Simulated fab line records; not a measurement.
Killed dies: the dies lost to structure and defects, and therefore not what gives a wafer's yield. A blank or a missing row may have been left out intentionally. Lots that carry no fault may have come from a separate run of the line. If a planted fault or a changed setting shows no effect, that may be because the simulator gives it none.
fab line records    flow n5Finfet    part 1 of 2: steps 1 to 4 of 6
record: lots: 21  wafers: 63  lastDay: 18
route steps=1938 shown MOL_CONTACT_COAG@586 BEOL_M0_SAQP@654
lots untouched by any fault: they come from a run of this same line in which no faults occurred
startH: hours from the record's opening day to when the first of the lot's shown wafers began    waitH: hours from the lot's prior step to this one    " the same as in the row above    L1.1+2: a single row standing in for several wafers    - either no value or no given start    * or withheld: withheld    < > ~ a bound
route shown NAME@n: NAME is a module with steps in the file, n the number in the route of the first one    usual: mean and standard deviation over wafers with no fault    same: alike in all rows    chamber/n: place in a boat    sites: readings site by site    _std_site: how widely they spread, as a standard deviation    _edge_site: mean of outer sites minus mean of inner sites    radiusMm: how far each site lies from the wafer's centre    mask NAME#n: copy n    behind: the tool/chamber that last shaped the wafer    hold: why the lot went on hold/how many hours it stayed there/how the hold came to an end    device: the n, p or np transistor that did not switch    end of line: at the end of the route, the tests of the same wafers    a step without rows: its recipe alone    killed: at the first sort, the dies lost to defects and structure; wafer yield is something else    map: dies across one wafer; x = killed, . = not, _ = none there
set.NAME: setting as actually run; set.NAME@STEP: the setting as run at that earlier step    model.NAME: the simulator's own value behind a step, which no gauge read
a sample of lots followed through the steps of the route, with each step as a table and each wafer as a row
services: from which hour (startH, from the record's first day; less than 0 if before it) a tool's chamber was out of use, for how many hours, and why
== steps ==
step: N5_MOL_CONTACT_COAG_VIA_ETCH_46
recipe: chemistry: C4F6/O2  targetDepthA: 460  overetchA: 92  maskMaterial: SOC  target: SiO2  biasW: 455  pressureMtorr: 10  timeS: 40  sourceW: 325  Ar_flow_sccm: 300  C4F6_flow_sccm: 10  O2_flow_sccm: 10  ionEnergyEv: 575.3  ends: endPoint
usual: C4F6_flow_sccm: 10.00/0.034  drypumpMotorCurrentA: 5.7/0.56  oesProductAu: 0.72/0.082  rfFwdPowerW: 322.8/1.1  rfVppV: 1582/37  showerheadPlenumPTorr: 2.86/0.1  throttleValvePct: 40.8/0.52
lot.wafer  tool        chamber  startH  waitH  C4F6_flow_sccm  drypumpMotorCurrentA  oesProductAu  rfFwdPowerW  rfHoursCounterH  rfVppV  showerheadPlenumPTorr  throttleValvePct
L074.1     rieDiel-02  1        98.43   0.0    9.99            5.3                   0.68          324.2        153              1616    2.87                   40.8
L074.4     "           2        "       "      9.94            4.7                   0.74          322.3        88               1596    2.97                   39.9
L074.5     "           0        "       "      10.00           5.5                   0.73          323.6        -                1568    2.86                   40.5
L075.3     rieDiel-06  1        106.83  0.0    9.99            5.6                   0.63          323.3        213              1521    2.94                   41.8
L075.4     "           3        "       "      9.98            5.7                   0.63          322.3        -                1578    2.79                   40.3
L075.6     "           1        "       "      10.04           5.6                   0.63          324.2        -                1521    2.94                   41.9
L076.2     rieDiel-06  2        112.96  0.0    9.97            6.4                   0.87          323.2        3                1629    3.01                   40.8
L076.3     "           3        "       "      9.90            5.6                   0.62          322.7        232              1578    2.79                   40.3
L076.5     "           3        "       "      9.99            5.7                   0.63          320.8        -                1580    2.79                   40.3
L077.2     rieDiel-05  2        119.65  0.0    9.97            6.5                   0.84          322.5        7                1607    3.03                   41.3
L077.3     "           0        "       "      10.06           5.5                   0.72          323.7        91               1582    2.74                   40.5
L077.5     "           2        "       "      10.01           6.5                   0.85          322.5        -                1605    3.03                   41.3
L078.1     rieDiel-05  2        124.21  0.0    10.00           6.5                   0.83          322.2        9                1605    3.02                   41.3
L078.2     "           1        "       "      10.03           5.5                   0.62          322.3        221              1530    2.82                   41.1
L078.6     "           1        "       "      9.99            5.5                   0.63          324.3        -                1530    2.82                   41.1
L079.1     rieDiel-05  1        131.02  0.0    10.02           5.4                   0.62          322.2        224              1529    2.82                   41.1
L079.2     "           0        "       "      9.98            5.5                   0.72          324.2        96               1581    2.74                   40.5
L079.5     "           0        "       "      10.03           5.5                   0.72          325.5        -                1582    2.74                   40.5
L081.2     rieDiel-06  0        142.81  0.0    10.00           4.8                   0.79          325.2        36               1618    2.74                   40.5
L081.5     "           2        "       "      10.00           6.4                   0.83          320.9        -                1625    3.01                   40.8
L081.6     "           1        "       "      10.03           5.5                   0.63          322.8        -                1523    2.93                   41.9
L082.1     rieDiel-05  3        148.91  0.0    9.97            5.7                   0.86          321.6        3                1612    2.77                   41.4
L082.2     "           0        "       "      10.00           5.5                   0.70          325.0        105              1582    2.74                   40.5
L082.3     "           2        "       "      10.04           6.5                   0.81          319.6        21               1605    3.02                   41.3
L083.4     rieDiel-02  0        159.57  0.0    9.99            5.5                   0.71          321.9        -                1566    2.85                   40.6
L083.5     "           2        "       "      9.98            4.7                   0.72          321.9        -                1595    2.96                   39.9
L083.6     "           3        "       "      10.02           6.5                   0.64          323.7        -                1536    2.81                   40.7
L084.2     rieDiel-05  0        160.44  0.0    9.99            5.5                   0.71          322.1        106              1584    2.74                   40.5
L084.3     "           3        "       "      10.05           5.7                   0.84          321.9        7                1613    2.77                   41.4
L084.4     "           2        "       "      10.02           6.5                   0.81          322.0        25               1605    3.02                   41.3
L085.4     rieDiel-05  2        167.57  0.0    9.99            6.4                   0.81          319.9        28               1605    3.02                   41.3
L085.5     "           0        "       "      10.00           5.5                   0.72          323.2        -                1583    2.74                   40.5
L085.6     "           1        "       "      10.02           5.4                   0.62          322.2        -                1530    2.81                   41.1
L086.2     rieDiel-02  0        169.53  0.0    10.01           5.5                   0.71          322.4        125              1567    2.85                   40.6
L086.4     "           2        "       "      10.02           4.7                   0.73          322.7        116              1596    2.96                   39.9
L086.5     "           2        "       "      10.01           4.8                   0.71          323.0        -                1596    2.96                   39.9
L087.2     rieDiel-06  0        176.88  0.0    10.00           4.8                   0.76          322.0        48               1618    2.74                   40.5
L087.3     "           1        "       "      9.94            5.5                   0.62          322.4        237              1520    2.93                   41.9
L087.6     "           1        "       "      10.00           5.5                   0.62          323.6        -                1520    2.93                   41.9
L088.1     rieDiel-05  1        187.44  0.0    10.03           5.4                   0.63          324.6        246              1528    2.81                   41.1
L088.3     "           0        "       "      10.03           5.5                   0.71          322.6        115              1582    2.73                   40.5
L088.4     "           2        "       "      10.01           6.5                   0.81          322.6        35               1604    3.01                   41.3
L090.3     rieDiel-06  1        192.03  0.0    9.97            5.5                   0.61          322.1        244              1520    2.92                   41.9
L090.4     "           0        "       "      10.03           4.8                   0.76          321.4        -                1618    2.74                   40.5
L090.6     "           2        "       "      10.00           6.4                   0.80          323.0        -                1627    3.00                   40.8
L092.1     rieDiel-06  3        205.53  0.0    9.93            5.7                   0.84          324.7        4                1578    2.78                   39.8
L092.4     "           0        "       "      10.03           4.8                   0.75          322.5        60               1618    2.73                   40.5
L092.6     "           2        "       "      9.99            6.4                   0.78          322.5        -                1628    3.00                   40.8
L093.1     rieDiel-05  3        213.48  0.0    10.01           5.7                   0.81          322.4        19               1612    2.76                   41.4
L093.2     "           0        "       "      9.96            5.5                   0.71          323.5        119              1582    2.73                   40.5
L093.6     "           3        "       "      10.05           5.7                   0.82          323.6        -                1611    2.76                   41.4
L094.2     rieDiel-06  0        218.95  0.0    9.96            4.9                   0.75          321.6        67               1618    2.73                   40.5
L094.3     "           3        "       "      10.05           5.7                   0.84          322.9        11               1576    2.78                   39.8
L094.6     "           3        "       "      10.04           5.7                   0.84          322.8        -                1576    2.78                   39.8
L095.1     rieDiel-02  3        226.38  0.0    10.04           6.5                   0.63          323.7        227              1533    2.80                   40.7
L095.3     "           0        "       "      9.99            5.5                   0.68          324.2        148              1567    2.84                   40.6
L095.5     "           1        "       "      10.04           5.3                   0.67          324.5        -                1616    2.85                   40.9
L096.1     rieDiel-06  0        235.62  0.0    10.02           4.8                   0.73          323.3        74               1618    2.73                   40.5
L096.2     "           2        "       "      9.97            6.4                   0.76          324.9        50               1627    2.99                   40.8
L096.5     "           1        "       "      10.02           5.5                   0.87          321.4        -                1520    2.92                   40.3
L097.1     rieDiel-06  1        238.40  0.0    9.96            5.6                   0.83          322.5        3                1519    2.92                   40.3
L097.2     "           0        "       "      10.01           4.8                   0.74          321.8        75               1616    2.73                   40.5
L097.4     "           2        "       "      9.99            6.4                   0.77          322.0        51               1626    2.99                   40.8
step: N5_MOL_CONTACT_COAG_CD_MEAS_40
recipe: targetCdNm: 25.1  landingEnergyEv: 500  detector: seInlens  polarity: opening
usual: cdNm: 25.13/0.27
lot.wafer  tool      chamber  startH  waitH  cdNm
L074.1     cdSem-01  0        99.21   -      25.01
L074.4     "         0        "       "      25.05
L074.5     "         0        "       "      24.74
L075.3     cdSem-01  0        107.49  -      24.83
L075.4     "         0        "       "      25.17
L075.6     "         0        "       "      24.90
L076.2     cdSem-03  0        113.62  -      25.33
L076.3     "         0        "       "      24.65
L076.5     "         0        "       "      25.00
L077.2     cdSem-02  0        120.31  -      25.28
L077.3     "         0        "       "      25.59
L077.5     "         0        "       "      25.23
L078.1     cdSem-02  0        124.86  -      25.28
L078.2     "         0        "       "      25.48
L078.6     "         0        "       "      24.91
L079.1     cdSem-02  0        131.81  -      24.52
L079.2     "         0        "       "      24.46
L079.5     "         0        "       "      25.11
L081.2     cdSem-01  0        143.59  -      25.03
L081.5     "         0        "       "      25.22
L081.6     "         0        "       "      24.80
L082.1     cdSem-02  0        149.56  -      24.87
L082.2     "         0        "       "      25.42
L082.3     "         0        "       "      25.13
L083.4     cdSem-02  0        160.20  -      25.05
L083.5     "         0        "       "      25.32
L083.6     "         0        "       "      25.29
L084.2     cdSem-02  0        161.10  -      24.93
L084.3     "         0        "       "      25.11
L084.4     "         0        "       "      24.71
L085.4     cdSem-01  0        168.23  -      25.16
L085.5     "         0        "       "      24.74
L085.6     "         0        "       "      25.27
L086.2     cdSem-01  0        170.35  -      25.44
L086.4     "         0        "       "      25.63
L086.5     "         0        "       "      25.55
L087.2     cdSem-02  0        177.54  -      25.47
L087.3     "         0        "       "      25.86
L087.6     "         0        "       "      25.69
L088.1     cdSem-02  0        188.09  -      25.07
L088.3     "         0        "       "      24.99
L088.4     "         0        "       "      25.08
L090.3     cdSem-01  0        192.69  -      25.40
L090.4     "         0        "       "      25.22
L090.6     "         0        "       "      25.43
L092.1     cdSem-03  0        206.18  -      25.20
L092.4     "         0        "       "      25.20
L092.6     "         0        "       "      25.07
L093.1     cdSem-01  0        214.26  -      25.09
L093.2     "         0        "       "      25.24
L093.6     "         0        "       "      25.11
L094.2     cdSem-03  0        219.61  -      25.21
L094.3     "         0        "       "      25.06
L094.6     "         0        "       "      24.79
L095.1     cdSem-03  0        227.16  -      24.73
L095.3     "         0        "       "      25.07
L095.5     "         0        "       "      25.43
L096.1     cdSem-02  0        236.28  -      25.00
L096.2     "         0        "       "      25.49
L096.5     "         0        "       "      25.59
L097.1     cdSem-03  0        239.06  -      25.82
L097.2     "         0        "       "      25.50
L097.4     "         0        "       "      24.93
step: N5_MOL_CONTACT_COAG_ETCH_124
recipe: chemistry: CH3F/O2  target: SiNx  targetDepthA: 65  maskMaterial: SOC  stopOn: SiOC  overEtchFrac: 0.3  ionEnergyEv: 120  pressureMtorr: 30  sourceW: 395  biasW: 73  Ar_flow_sccm: 150  CH3F_flow_sccm: 30  O2_flow_sccm: 20  ends: endPoint
usual: drypumpMotorCurrentA: 5.7/0.58  oesProductAu: 0.68/0.069  rfFwdPowerW: 390.4/1.5  rfVppV: 296/6.9  showerheadPlenumPTorr: 2.01/0.07  throttleValvePct: 16.24/0.2
lot.wafer  tool        chamber  startH  waitH  drypumpMotorCurrentA  oesProductAu  rfFwdPowerW  rfHoursCounterH  rfVppV  showerheadPlenumPTorr  throttleValvePct
L074.1     rieDiel-02  0        100.20  0.0    5.5                   0.69          391.9        99               293     2.01                   16.15
L074.4     "           3        "       "      6.5                   0.62          390.0        176              286     1.98                   16.41
L074.5     "           3        "       "      6.5                   0.61          391.9        -                287     1.98                   16.41
L075.3     rieDiel-02  0        108.36  0.0    5.5                   0.69          389.0        103              293     2.01                   16.16
L075.4     "           3        "       "      6.4                   0.61          390.7        -                287     1.98                   16.42
L075.6     "           2        "       "      4.7                   0.69          390.0        -                300     2.10                   15.97
L076.2     rieDiel-05  0        114.29  0.0    5.5                   0.69          391.6        90               297     1.93                   16.10
L076.3     "           3        "       "      5.7                   0.59          388.9        247              304     1.95                   16.63
L076.5     "           0        "       "      5.5                   0.70          390.0        -                297     1.93                   16.12
L077.2     rieDiel-02  0        121.25  0.0    5.5                   0.69          391.0        108              294     2.01                   16.16
L077.3     "           3        "       "      6.4                   0.61          391.6        185              286     1.98                   16.42
L077.5     "           0        "       "      5.5                   0.69          388.4        -                295     2.01                   16.17
L078.1     rieDiel-02  2        125.69  0.0    4.7                   0.69          392.9        100              300     2.09                   15.98
L078.2     "           1        "       "      5.3                   0.65          391.6        155              302     2.01                   16.29
L078.6     "           1        "       "      5.3                   0.66          391.7        -                303     2.01                   16.28
L079.1     rieDiel-06  0        132.95  0.0    4.9                   0.77          390.7        33               306     1.94                   15.98
L079.2     "           1        "       "      5.5                   0.60          391.4        222              284     2.06                   16.75
L079.5     "           2        "       "      6.4                   0.81          390.0        -                307     2.13                   16.01
L081.2     rieDiel-06  3        144.39  0.0    5.7                   0.58          390.9        241              296     1.96                   16.28
L081.5     "           2        "       "      6.4                   0.78          388.6        -                307     2.13                   16.03
L081.6     "           3        "       "      5.7                   0.59          391.3        -                297     1.96                   16.26
L082.1     rieDiel-02  0        150.20  0.0    5.5                   0.68          389.6        119              292     2.01                   16.16
L082.2     "           3        "       "      6.5                   0.61          391.8        196              285     1.98                   16.43
L082.3     "           1        "       "      5.3                   0.65          388.3        163              301     2.01                   16.29
L083.4     rieDiel-05  1        160.82  0.0    5.5                   0.59          391.2        237              286     1.98                   16.41
L083.5     "           0        "       "      5.4                   0.69          391.8        -                298     1.93                   16.14
L083.6     "           1        "       "      5.5                   0.59          390.8        -                286     1.98                   16.40
L084.2     rieDiel-06  2        161.72  0.0    6.4                   0.78          388.7        18               306     2.12                   16.01
L084.3     "           0        "       "      4.8                   0.74          390.0        43               304     1.94                   16.00
L084.4     "           1        "       "      5.5                   0.59          392.1        232              284     2.06                   16.78
L085.4     rieDiel-06  0        168.85  0.0    4.8                   0.73          387.5        45               304     1.94                   16.00
L085.5     "           1        "       "      5.6                   0.60          393.3        -                285     2.06                   16.77
L085.6     "           0        "       "      4.8                   0.73          390.7        -                305     1.94                   16.01
L086.2     rieDiel-05  2        171.22  0.0    6.5                   0.76          387.1        30               301     2.13                   16.15
L086.4     "           0        "       "      5.4                   0.68          391.2        110              297     1.93                   16.14
L086.5     "           2        "       "      6.5                   0.76          388.4        -                301     2.13                   16.14
L087.2     rieDiel-02  0        178.49  0.0    5.5                   0.67          392.9        128              292     2.00                   16.20
L087.3     "           3        "       "      6.5                   0.60          390.7        205              287     1.97                   16.47
L087.6     "           2        "       "      4.7                   0.67          392.0        -                299     2.09                   16.00
L088.1     rieDiel-06  0        190.18  0.0    4.8                   0.73          389.8        54               305     1.93                   16.04
L088.3     "           2        "       "      6.4                   0.76          390.9        30               305     2.12                   16.05
L088.4     "           1        "       "      5.6                   0.58          390.5        -                285     2.06                   16.77
L090.3     rieDiel-05  0        193.33  0.0    5.5                   0.67          390.1        117              296     1.93                   16.16
L090.4     "           3        "       "      5.7                   0.79          389.0        18               303     1.95                   16.25
L090.6     "           3        "       "      5.8                   0.79          390.1        -                303     1.95                   16.24
L092.1     rieDiel-02  1        208.05  0.0    5.3                   0.63          392.9        182              302     2.00                   16.32
L092.4     "           0        "       "      5.5                   0.67          392.6        140              294     2.00                   16.21
L092.6     "           1        "       "      5.3                   0.64          391.5        -                301     2.00                   16.33
L093.1     rieDiel-02  3        215.16  0.0    6.5                   0.59          391.3        223              287     1.97                   16.51
L093.2     "           2        "       "      4.7                   0.67          390.0        134              298     2.08                   16.03
L093.6     "           3        "       "      6.5                   0.59          390.2        -                287     1.97                   16.48
L094.2     rieDiel-05  3        220.37  0.0    5.7                   0.78          391.6        22               303     1.94                   16.29
L094.3     "           0        "       "      5.4                   0.67          390.0        121              297     1.92                   16.17
L094.6     "           0        "       "      5.5                   0.67          389.8        -                296     1.92                   16.16
L095.1     rieDiel-05  2        227.79  0.0    6.5                   0.74          388.3        45               301     2.12                   16.18
L095.3     "           0        "       "      5.5                   0.67          387.9        125              297     1.92                   16.17
L095.5     "           2        "       "      6.4                   0.74          389.7        -                300     2.13                   16.18
L096.1     rieDiel-05  3        237.04  0.0    5.7                   0.75          390.7        30               302     1.94                   16.27
L096.2     "           2        "       "      6.5                   0.74          389.2        49               300     2.12                   16.16
L096.5     "           2        "       "      6.5                   0.74          389.4        -                301     2.12                   16.20
L097.1     rieDiel-05  3        239.72  0.0    5.8                   0.76          389.2        32               302     1.94                   16.30
L097.2     "           1        "       "      5.4                   0.83          392.4        1                287     1.98                   15.98
L097.4     "           2        "       "      6.5                   0.73          390.8        50               301     2.12                   16.20
step: N5_BEOL_M0_SAQP_ETCH_84
recipe: chemistry: N2/H2  target: SOC  targetDepthA: 1000  overetchA: 200  maskMaterial: SiARC  tempC: 40  timeS: 150  ionEnergyEv: 200  pressureMtorr: 30  sourceW: 840  biasW: 150  n2FlowSccm: 200  h2FlowSccm: 200
usual: drypumpMotorCurrentA: 5.8/0.34  oesProductAu: 0.69/0.051  rfFwdPowerW: 836.4/2.6  rfVppV: 523.5/2.6  showerheadPlenumPTorr: 2.53/0.082  throttleValvePct: 17.82/0.25
lot.wafer  tool        chamber  startH  waitH  drypumpMotorCurrentA  oesProductAu  rfFwdPowerW  rfHoursCounterH  rfVppV  showerheadPlenumPTorr  throttleValvePct
L074.1     rieDiel-01  3        106.63  0.0    5.7                   0.70          837.4        118              520.9   2.45                   17.93
L074.4     "           1        "       "      5.9                   0.67          837.7        173              518.5   2.45                   18.19
L074.5     "           3        "       "      5.7                   0.70          840.4        -                520.2   2.45                   17.92
L075.3     rieDiel-04  2        116.18  0.0    6.0                   0.64          833.5        200              521.0   2.43                   18.01
L075.4     "           0        "       "      5.7                   0.72          836.1        86               525.3   2.55                   17.62
L075.6     "           2        "       "      6.0                   0.64          838.3        -                520.9   2.43                   18.01
L076.2     rieDiel-01  2        120.70  0.0    6.4                   0.66          832.0        160              525.7   2.64                   17.79
L076.3     "           0        "       "      5.8                   0.79          836.9        34               525.9   2.60                   17.55
L076.5     "           2        "       "      6.3                   0.67          830.9        -                527.4   2.64                   17.80
L077.2     rieDiel-01  2        127.42  0.0    6.4                   0.66          836.6        161              525.3   2.64                   17.78
L077.3     "           0        "       "      5.8                   0.79          832.2        36               524.7   2.60                   17.56
L077.5     "           2        "       "      6.4                   0.65          835.7        -                526.9   2.64                   17.80
L078.1     rieDiel-01  2        131.93  0.0    6.4                   0.66          834.3        163              527.7   2.64                   17.79
L078.2     "           0        "       "      5.8                   0.78          838.5        38               523.5   2.60                   17.56
L078.6     "           1        "       "      5.9                   0.66          837.6        -                520.2   2.45                   18.20
L079.1     rieDiel-04  2        139.24  0.0    6.1                   0.63          837.1        206              520.5   2.43                   18.04
L079.2     "           1        "       "      5.7                   0.79          837.0        50               520.4   2.47                   17.44
L079.5     "           3        "       "      5.0                   0.71          831.4        -                524.9   2.57                   17.47
L081.2     rieDiel-03  2        151.66  0.0    5.6                   0.69          836.2        139              526.9   2.64                   17.99
L081.5     "           1        "       "      5.3                   0.73          832.2        -                525.6   2.55                   17.51
L081.6     "           0        "       "      5.8                   0.79          835.9        -                526.8   2.70                   17.99
L082.1     rieDiel-01  1        156.24  0.0    5.9                   0.66          840.7        186              520.5   2.45                   18.21
L082.2     "           2        "       "      6.3                   0.66          835.6        170              526.5   2.63                   17.83
L082.3     "           0        "       "      5.8                   0.78          839.6        44               524.8   2.60                   17.60
L083.4     rieDiel-01  3        167.14  0.0    5.7                   0.70          837.8        135              520.3   2.44                   17.96
L083.5     "           1        "       "      5.9                   0.65          837.1        -                521.8   2.45                   18.22
L083.6     "           2        "       "      6.3                   0.65          832.7        -                526.6   2.63                   17.82
L084.2     rieDiel-03  1        169.95  0.0    5.4                   0.73          838.7        103              526.0   2.55                   17.53
L084.3     "           2        "       "      5.7                   0.68          839.0        145              527.2   2.64                   18.02
L084.4     "           0        "       "      5.7                   0.79          834.2        42               527.4   2.69                   18.01
L085.4     rieDiel-01  3        174.94  0.0    5.7                   0.68          839.5        138              520.9   2.44                   17.96
L085.5     "           1        "       "      5.9                   0.64          839.9        -                520.0   2.44                   18.21
L085.6     "           2        "       "      6.4                   0.66          837.1        -                527.1   2.63                   17.82
L086.2     rieDiel-03  1        178.84  0.0    5.4                   0.72          836.6        106              524.5   2.55                   17.54
L086.4     "           3        "       "      5.9                   0.64          838.2        216              522.6   2.53                   18.06
L086.5     "           2        "       "      5.6                   0.69          834.4        -                527.4   2.64                   18.01
L087.2     rieDiel-01  1        184.54  0.0    5.9                   0.65          839.2        194              520.8   2.44                   18.22
L087.3     "           0        "       "      5.8                   0.77          833.4        52               523.3   2.59                   17.58
L087.6     "           0        "       "      5.8                   0.77          837.0        -                523.5   2.59                   17.60
L088.1     rieDiel-04  3        196.02  0.0    5.1                   0.70          836.6        125              524.8   2.56                   17.50
L088.3     "           0        "       "      5.7                   0.72          835.9        108              523.6   2.54                   17.66
L088.4     "           1        "       "      5.7                   0.77          832.1        64               522.1   2.46                   17.47
L090.3     rieDiel-04  3        201.91  0.0    5.0                   0.70          832.3        127              525.7   2.56                   17.50
L090.4     "           1        "       "      5.7                   0.77          838.6        66               522.4   2.46                   17.48
L090.6     "           0        "       "      5.7                   0.71          836.0        -                524.9   2.54                   17.67
L092.1     rieDiel-03  2        213.94  0.0    5.6                   0.67          843.4        157              526.8   2.63                   18.04
L092.4     "           3        "       "      5.9                   0.62          837.7        226              523.0   2.52                   18.04
L092.6     "           0        "       "      5.7                   0.77          836.0        -                527.9   2.69                   18.02
L093.1     rieDiel-04  0        221.62  0.0    5.7                   0.71          836.0        116              524.4   2.53                   17.68
L093.2     "           1        "       "      5.7                   0.76          837.8        73               522.3   2.46                   17.46
L093.6     "           0        "       "      5.7                   0.70          840.1        -                525.5   2.53                   17.69
L094.2     rieDiel-01  0        226.91  0.0    5.8                   0.75          835.6        64               525.8   2.59                   17.61
L094.3     "           1        "       "      5.9                   0.65          842.9        205              520.4   2.44                   18.25
L094.6     "           0        "       "      5.8                   0.75          831.9        -                526.0   2.59                   17.60
L095.1     rieDiel-04  2        234.55  0.0    6.0                   0.62          834.8        230              520.0   2.42                   18.07
L095.3     "           0        "       "      5.8                   0.69          836.7        121              525.3   2.53                   17.68
L095.5     "           2        "       "      6.1                   0.62          834.2        -                519.9   2.42                   18.08
L096.1     rieDiel-01  1        244.21  0.0    5.9                   0.64          836.4        211              519.2   2.44                   18.24
L096.2     "           0        "       "      5.8                   0.74          833.3        69               524.3   2.59                   17.62
L096.5     "           2        "       "      6.3                   0.64          837.6        -                526.0   2.62                   17.85
L097.1     rieDiel-01  1        248.13  0.0    5.9                   0.64          838.3        212              519.7   2.44                   18.25
L097.2     "           3        "       "      5.7                   0.68          834.1        159              521.2   2.43                   18.00
L097.4     "           0        "       "      5.8                   0.74          835.7        70               524.6   2.59                   17.61
